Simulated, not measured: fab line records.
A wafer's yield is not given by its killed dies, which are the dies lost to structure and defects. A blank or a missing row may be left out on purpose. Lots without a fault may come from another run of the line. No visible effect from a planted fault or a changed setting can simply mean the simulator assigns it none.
The tool behind it: which one?    flow nand_harc    24 lots, 72 wafers sampled, at 6 steps of a route of 1159

## WHAT THE GAUGES SHOWED, per wafer
NHARC_A_BLC_INSPECT_28.
lot   measured      on                 raw_defect_count
L074  day 17 15:53  defect_inspect-01  289 407 307
L078  day 17 21:29  defect_inspect-02  707 635 667
L075  day 18 01:46  defect_inspect-01  368 394 624
L076  day 18 02:14  defect_inspect-01  516 524 394
L080  day 18 02:38  defect_inspect-02  543 560 610
L079  day 18 06:08  defect_inspect-02  338 300 224
L077  day 18 07:06  defect_inspect-01  531 605 466
L081  day 19 09:25  defect_inspect-01  368 425 463
L082  day 19 09:49  defect_inspect-02  448 356 536
L083  day 20 08:06  defect_inspect-02  450 581 414
L085  day 20 10:22  defect_inspect-01  372 330 328
L084  day 20 19:19  defect_inspect-01  467 453 482
L087  day 20 20:14  defect_inspect-02  278 389 363
L088  day 21 03:56  defect_inspect-01  869 731 562
L086  day 21 12:08  defect_inspect-02  365 368 284
L089  day 21 13:20  defect_inspect-02  542 447 988
L090  day 21 17:03  defect_inspect-02  606 816 451
L092  day 22 06:22  defect_inspect-01  495 355 716
L095  day 22 06:23  defect_inspect-01  289 360 421
L091  day 22 06:51  defect_inspect-02  558 482 392
L094  day 22 10:03  defect_inspect-02  472 535 333
L093  day 22 13:50  defect_inspect-01  336 486 364
L096  day 22 23:53  defect_inspect-01  343 364 406
L097  day 23 10:14  defect_inspect-01  348 455 266

NHARC_A_BONDPAD_THK_MEAS_30: measures by ellipsometry.
lot   measured      on             thk_nm (nm)
L074  day 18 00:58  film_metro-02  200.1 198.6 197.5
L078  day 18 06:34  film_metro-01  198.5 197.4 197.4
L075  day 18 11:22  film_metro-01  200.2 200.5 199.6
L076  day 18 11:49  film_metro-01  197.9 202.0 199.3
L080  day 18 12:45  film_metro-02  200.8 205.1 202.0
L079  day 18 15:26  film_metro-01  200.0 199.5 198.7
L077  day 18 16:57  film_metro-01  199.8 200.4 197.2
L081  day 19 19:05  film_metro-02  197.4 199.5 199.6
L082  day 19 19:29  film_metro-01  200.2 202.6 200.6
L083  day 20 17:32  film_metro-02  199.1 200.2 199.0
L085  day 20 19:37  film_metro-01  200.0 199.8 199.6
L084  day 21 04:21  film_metro-01  200.9 198.9 203.7
L087  day 21 05:49  film_metro-02  199.0 202.6 198.7
L088  day 21 12:58  film_metro-01  200.4 198.5 200.6
L086  day 21 21:13  film_metro-01  200.5 198.3 198.2
L089  day 21 22:33  film_metro-02  198.3 198.4 198.5
L090  day 22 02:19  film_metro-01  197.8 199.0 198.9
L092  day 22 16:04  film_metro-01  200.1 201.7 200.1
L095  day 22 16:26  film_metro-01  197.6 198.9 198.4
L091  day 22 17:14  film_metro-01  199.7 202.3 199.1
L094  day 22 19:38  film_metro-02  204.4 200.2 199.7
L093  day 22 23:37  film_metro-02  200.3 197.3 197.8
L096  day 23 09:16  film_metro-01  201.6 199.3 200.2
L097  day 23 19:20  film_metro-01  200.0 198.4 200.1

## EACH LOT AND THE TOOL THAT RAN IT (in order: tool; ch and the chambers of the sampled wafers; start)
lot   NHARC_A_BLC_DESCUM_15               NHARC_A_BLC_ALD_23                   NHARC_A_M1_ETCH_15                             NHARC_A_M1_ETCH_28
L074  rie_diel-02 ch 0,1,3, day 17 09:08  ald_metal-01 ch 0,2, day 17 11:11    rie_diel-12 ch 0,2, day 18 00:58 or earlier    rie_diel-01 ch 0,1,3, day 18 00:58 or earlier
L078  rie_diel-10 ch 0,3, day 17 18:32    ald_metal-03 ch 1,2, day 17 20:22    rie_diel-01 ch 0,1, day 18 06:34 or earlier    rie_diel-12 ch 0,2, day 18 06:34 or earlier
L075  rie_diel-08 ch 0,1, day 17 18:56    ald_metal-04 ch 2,3, day 17 20:46    rie_diel-12 ch 0,1,3, day 18 11:22 or earlier  rie_diel-01 ch 0,2,3, day 18 11:22 or earlier
L076  rie_diel-10 ch 1,3, day 17 20:37    ald_metal-01 ch 0,2, day 17 22:25    rie_diel-03 ch 0,1, day 18 11:49 or earlier    rie_diel-12 ch 0,1,2, day 18 11:49 or earlier
L080  rie_diel-08 ch 0,2,3, day 17 21:02  ald_metal-03 ch 1,2,3, day 17 22:53  rie_diel-03 ch 0,3, day 18 12:45 or earlier    rie_diel-01 ch 0,3, day 18 12:45 or earlier
L079  rie_diel-08 ch 0,2,3, day 18 03:11  ald_metal-03 ch 1,2,3, day 18 05:00  rie_diel-01 ch 0,2,3, day 18 15:26 or earlier  rie_diel-03 ch 0,1,2, day 18 15:26 or earlier
L077  rie_diel-10 ch 1,2, day 18 04:08    ald_metal-01 ch 0,2,3, day 18 05:58  rie_diel-12 ch 1,2,3, day 18 16:57 or earlier  rie_diel-03 ch 0,1,3, day 18 16:57 or earlier
L081  rie_diel-10 ch 1,2,3, day 19 06:22  ald_metal-03 ch 1,2,3, day 19 08:13  rie_diel-03 ch 0,2,3, day 19 19:05 or earlier  rie_diel-03 ch 0,1,2, day 19 19:05 or earlier
L082  rie_diel-08 ch 0,3, day 19 06:52    ald_metal-04 ch 0,1,3, day 19 08:43  rie_diel-12 ch 0,1,3, day 19 19:29 or earlier  rie_diel-12 ch 0,1, day 19 19:29 or earlier
L083  rie_diel-08 ch 1,2,3, day 19 16:52  ald_metal-03 ch 0,3, day 19 18:40    rie_diel-03 ch 0,1,2, day 20 17:32 or earlier  rie_diel-12 ch 0,1, day 20 17:32 or earlier
L085  rie_diel-08 ch 1,2, day 20 02:10    ald_metal-03 ch 0,2, day 20 04:08    rie_diel-01 ch 2,3, day 20 19:37 or earlier    rie_diel-12 ch 0,1,3, day 20 19:37 or earlier
L084  rie_diel-08 ch 0,2,3, day 20 04:06  ald_metal-03 ch 0,1,3, day 20 06:01  rie_diel-03 ch 0,1,2, day 21 04:21 or earlier  rie_diel-12 ch 1,2, day 21 04:21 or earlier
L087  rie_diel-08 ch 0,1,2, day 20 10:33  ald_metal-04 ch 1,2, day 20 12:23    rie_diel-03 ch 1,2,3, day 21 05:49 or earlier  rie_diel-12 ch 0,2,3, day 21 05:49 or earlier
L088  rie_diel-10 ch 1,2,3, day 20 21:46  ald_metal-04 ch 0,1,3, day 20 23:38  rie_diel-01 ch 0,1,3, day 21 12:58 or earlier  rie_diel-03 ch 1,2,3, day 21 12:58 or earlier
L086  rie_diel-10 ch 1,2,3, day 21 04:14  ald_metal-01 ch 0,1,2, day 21 06:37  rie_diel-12 ch 0,2,3, day 21 21:13 or earlier  rie_diel-12 ch 0,2,3, day 21 21:13 or earlier
L089  rie_diel-10 ch 0,2,3, day 21 05:28  ald_metal-04 ch 1,2,3, day 21 07:17  rie_diel-12 ch 0,1, day 21 22:33 or earlier    rie_diel-12 ch 2,3, day 21 22:33 or earlier
L090  rie_diel-08 ch 2,3, day 21 13:39    ald_metal-03 ch 0,1, day 21 15:28    rie_diel-03 ch 0,2,3, day 22 02:19 or earlier  rie_diel-12 ch 0,1,2, day 22 02:19 or earlier
L092  rie_diel-08 ch 1,2,3, day 21 23:20  ald_metal-04 ch 0,1, day 22 01:21    rie_diel-03 ch 0,1,3, day 22 16:04 or earlier  rie_diel-03 ch 0,1,3, day 22 16:04 or earlier
L095  rie_diel-02 ch 0,1, day 21 23:40    ald_metal-01 ch 0,3, day 22 01:33    rie_diel-12 ch 1,2, day 22 16:26 or earlier    rie_diel-12 ch 0,1,3, day 22 16:26 or earlier
L091  rie_diel-10 ch 0,1,2, day 22 00:12  ald_metal-01 ch 0,1, day 22 02:07    rie_diel-03 ch 0,2,3, day 22 17:14 or earlier  rie_diel-01 ch 0,3, day 22 17:14 or earlier
L094  rie_diel-08 ch 0,1,3, day 22 00:56  ald_metal-01 ch 0,1,3, day 22 03:01  rie_diel-03 ch 0,1,3, day 22 19:38 or earlier  rie_diel-03 ch 0,1,3, day 22 19:38 or earlier
L093  rie_diel-10 ch 0,1,2, day 22 10:41  ald_metal-03 ch 1,2,3, day 22 12:38  rie_diel-12 ch 0,1,3, day 22 23:37 or earlier  rie_diel-03 ch 0,1,3, day 22 23:37 or earlier
L096  rie_diel-08 ch 1,2,3, day 22 20:57  ald_metal-03 ch 1,2,3, day 22 22:44  rie_diel-12 ch 0,3, day 23 09:16 or earlier    rie_diel-12 ch 0,2,3, day 23 09:16 or earlier
L097  rie_diel-08 ch 0,3, day 23 03:29    ald_metal-01 ch 0,2,3, day 23 05:20  rie_diel-01 ch 2,3, day 23 19:20 or earlier    rie_diel-03 ch 0,2,3, day 23 19:20 or earlier
- NHARC_A_BLC_DESCUM_15: chemistry O2, time 3 s.
- NHARC_A_BLC_ALD_23: deposits TiN, target thk 3 nm, pulse time 1 s, ald cycles 150.
- NHARC_A_M1_ETCH_15: etches the open film in C4F8/Ar, target depth 182.5 nm, time 91.2 s.
- NHARC_A_M1_ETCH_28: etches the open film in CF4/N2, target depth 30 nm, time 72.99 s.

## AS READ BY THE TOOLS THEMSELVES (means over the sampled wafers that have a number; for cases with no such wafer, the mark the record gives instead)
NHARC_A_BLC_DESCUM_15.
lot   tool         drypump_motor_current_A (A)  oes_product_au (a.u.)  rf_vpp_V (V)  showerhead_plenum_p_Torr (Torr)  throttle_valve_pct (%)
L074  rie_diel-02  5.6                          1.006                  57.9          1.96                             11.326
L078  rie_diel-10  5.6                          0.999                  57.3          1.96                             11.314
L075  rie_diel-08  5.7                          0.991                  58.8          2.02                             11.312
L076  rie_diel-10  5.6                          1.005                  58.6          2.00                             11.311
L080  rie_diel-08  5.8                          0.992                  58.2          1.85                             11.309
L079  rie_diel-08  5.8                          0.986                  57.1          1.85                             11.308
L077  rie_diel-10  5.5                          1.006                  57.4          1.89                             11.314
L081  rie_diel-10  5.5                          1.000                  58.5          1.94                             11.310
L082  rie_diel-08  5.9                          0.992                  57.4          1.86                             11.310
L083  rie_diel-08  5.5                          0.989                  58.6          1.87                             11.315
L085  rie_diel-08  5.4                          0.999                  57.4          1.86                             11.318
L084  rie_diel-08  5.8                          0.997                  57.5          1.85                             11.315
L087  rie_diel-08  5.7                          1.006                  57.6          1.93                             11.309
L088  rie_diel-10  5.5                          0.998                  58.1          1.94                             11.316
L086  rie_diel-10  5.6                          1.003                  57.8          1.94                             11.307
L089  rie_diel-10  5.5                          0.996                  57.5          1.91                             11.301
L090  rie_diel-08  5.5                          1.003                  57.5          1.78                             11.318
L092  rie_diel-08  5.5                          0.994                  57.4          1.86                             11.313
L095  rie_diel-02  5.7                          0.990                  57.3          1.93                             11.315
L091  rie_diel-10  5.2                          1.004                  57.3          1.87                             11.315
L094  rie_diel-08  5.8                          1.006                  57.5          1.94                             11.314
L093  rie_diel-10  5.2                          1.008                  57.3          1.87                             11.314
L096  rie_diel-08  5.5                          1.000                  57.9          1.86                             11.313
L097  rie_diel-08  5.9                          1.005                  57.8          1.86                             11.311

NHARC_A_BLC_ALD_23.
lot   tool          heater_power_w (W)  precursor_pulse_height_rel
L074  ald_metal-01  1005                0.983
L078  ald_metal-03  949                 1.022
L075  ald_metal-04  1131                1.009
L076  ald_metal-01  1010                0.994
L080  ald_metal-03  1012                0.989
L079  ald_metal-03  990                 0.997
L077  ald_metal-01  1031                1.011
L081  ald_metal-03  1021                0.985
L082  ald_metal-04  1121                1.000
L083  ald_metal-03  1013                0.995
L085  ald_metal-03  1045                0.993
L084  ald_metal-03  963                 0.991
L087  ald_metal-04  1054                1.005
L088  ald_metal-04  1106                1.013
L086  ald_metal-01  1067                0.976
L089  ald_metal-04  1078                0.997
L090  ald_metal-03  934                 0.997
L092  ald_metal-04  1073                1.012
L095  ald_metal-01  1004                1.015
L091  ald_metal-01  1095                1.003
L094  ald_metal-01  1043                0.991
L093  ald_metal-03  979                 1.003
L096  ald_metal-03  973                 1.005
L097  ald_metal-01  1002                1.008

NHARC_A_M1_ETCH_15.
lot   tool         oes_product_au (a.u.)  rf_vpp_V (V)
L074  rie_diel-12  0.981                  441.2
L078  rie_diel-01  0.961                  443.3
L075  rie_diel-12  0.943                  441.0
L076  rie_diel-03  0.973                  440.1
L080  rie_diel-03  0.958                  441.4
L079  rie_diel-01  0.918                  441.3
L077  rie_diel-12  0.982                  440.0
L081  rie_diel-03  0.963                  443.1
L082  rie_diel-12  0.967                  440.5
L083  rie_diel-03  0.930                  442.6
L085  rie_diel-01  0.923                  439.5
L084  rie_diel-03  0.950                  442.4
L087  rie_diel-03  0.962                  442.6
L088  rie_diel-01  0.922                  440.9
L086  rie_diel-12  0.934                  440.9
L089  rie_diel-12  0.976                  441.6
L090  rie_diel-03  0.924                  442.8
L092  rie_diel-03  0.968                  441.0
L095  rie_diel-12  0.928                  440.0
L091  rie_diel-03  0.966                  442.7
L094  rie_diel-03  0.967                  441.0
L093  rie_diel-12  0.947                  441.5
L096  rie_diel-12  0.930                  443.2
L097  rie_diel-01  0.975                  441.3

NHARC_A_M1_ETCH_28.
lot   tool         drypump_motor_current_A (A)  oes_product_au (a.u.)  rf_vpp_V (V)  showerhead_plenum_p_Torr (Torr)  throttle_valve_pct (%)
L074  rie_diel-01  6.0                          0.997                  314.7         2.64                             19.794
L078  rie_diel-12  5.8                          1.012                  315.5         2.64                             19.799
L075  rie_diel-01  6.0                          0.996                  315.3         2.67                             19.791
L076  rie_diel-12  5.7                          1.010                  313.9         2.63                             19.800
L080  rie_diel-01  6.0                          0.997                  314.7         2.68                             19.789
L079  rie_diel-03  5.9                          1.002                  314.9         2.68                             19.796
L077  rie_diel-03  5.5                          0.998                  314.2         2.64                             19.796
L081  rie_diel-03  5.9                          1.007                  314.5         2.68                             19.792
L082  rie_diel-12  5.6                          1.003                  314.2         2.63                             19.800
L083  rie_diel-12  5.3                          1.016                  314.6         2.69                             19.788
L085  rie_diel-12  5.5                          1.005                  313.9         2.65                             19.797
L084  rie_diel-12  6.1                          1.006                  312.5         2.58                             19.792
L087  rie_diel-12  5.6                          1.012                  314.7         2.65                             19.790
L088  rie_diel-03  5.8                          1.002                  315.2         2.68                             19.795
L086  rie_diel-12  5.5                          1.006                  314.9         2.65                             19.795
L089  rie_diel-12  6.0                          1.009                  314.0         2.60                             19.793
L090  rie_diel-12  5.7                          1.011                  314.0         2.63                             19.804
L092  rie_diel-03  5.5                          0.994                  314.3         2.64                             19.794
L095  rie_diel-12  5.5                          1.018                  315.2         2.65                             19.781
L091  rie_diel-01  6.0                          1.002                  315.3         2.67                             19.796
L094  rie_diel-03  5.5                          0.999                  314.1         2.64                             19.797
L093  rie_diel-03  5.5                          0.995                  314.5         2.64                             19.788
L096  rie_diel-12  5.5                          1.007                  313.9         2.65                             19.793
L097  rie_diel-03  5.6                          1.000                  316.1         2.70                             19.806

## THE ANSWER, worked out from the rows above alone
Rule: what is usual is taken from the lots themselves. Put in order of their means at a reading, lots are off if they are a third of the lots or fewer, leave a main group of 4 or more, and stand apart from it by a gap of 3 or more times the standard deviation of the main group's means; of several such gaps the widest counts. The tables above print the reading to a certain number of digits; a main group whose means all agree to those digits is not used. A lot without any number at a reading at which 4 lots or more have one is off too. Where the step has rows for the other lots, those lots are counted as sound. The gauges are gone through in route order, then the tools' own readings, and for those a lot's mean is taken as printed above. The first step at which some lot is off is used, and at that step the reading that is off furthest; a lot without a number counts as furthest.
No lot is off at any reading shown: from this, nothing can be told.

## WHAT THE SIMULATOR HAD PUT IN
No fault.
